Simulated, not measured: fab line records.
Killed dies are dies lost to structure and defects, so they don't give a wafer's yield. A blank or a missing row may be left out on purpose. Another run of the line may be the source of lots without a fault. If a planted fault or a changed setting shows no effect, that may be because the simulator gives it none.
Chamber matching    flow nand harc    3 sister chambers for NHARC_A_ONON_D2_DEP_33 on pecvd-01
The step deposits SiO2, target thk 200 nm. 16 wafers are shown with their chamber, then 8 later ones without.

== EACH WAFER AND ITS CHAMBER ==
wafer   chamber  heater power w (W)  throttle valve pct (%)
L847.2  1        649                 16.6
L847.3  0        536                 16.3
L847.6  2        794                 16.2
L849.1  2        824                 16.0
L849.3  0        447                 16.3
L849.4  0        462                 16.4
L854.1  0        412                 15.7
L854.2  1        689                 16.2
L854.6  0        411                 15.3
L853.4  2        788                 15.8
L853.5  1        663                 16.4
L853.6  0        475                 15.6
L855.1  1        656                 16.5
L855.4  1        667                 16.3
L855.6  2        762                 15.8
L858.1  0        438                 15.5

SIGNATURES, as means of the wafers listed above
reading             chamber 0  chamber 1  chamber 2  scatter within a chamber
heater power w      454.43     664.80     792.00     32.8
throttle valve pct  15.871     16.400     15.950     0.331
Rule: a wafer's distance from a chamber is the root of the sum, over the readings, of the square of ((its reading less the chamber's mean) divided by the reading's scatter). The wafer belongs to the nearest chamber; if the next one is less than 2 further off, it can't be placed. How the scatter is found: for the shown wafers, subtract from each reading the mean of its chamber, square and add these, divide the total by (wafers less chambers), then take the root.

== WAFERS MISSING THEIR CHAMBER ==
wafer   heater power w (W)  throttle valve pct (%)
L858.2  667                 16.5
L858.6  685                 16.3
L859.2  471                 15.9
L859.3  493                 15.8
L859.5  487                 15.9
L865.3  821                 16.3
L865.4  434                 15.9
L865.6  656                 16.7

== EACH ONE'S CHAMBER ==
wafer   from the rows above  in truth
L858.2  1                    1
L858.6  1                    1
L859.2  0                    0
L859.3  0                    0
L859.5  0                    0
L865.3  2                    2
L865.4  0                    0
L865.6  1                    1
Correctly placed: 8 of 8. From these rows, 0 cannot be placed. Number placed wrongly: 0.
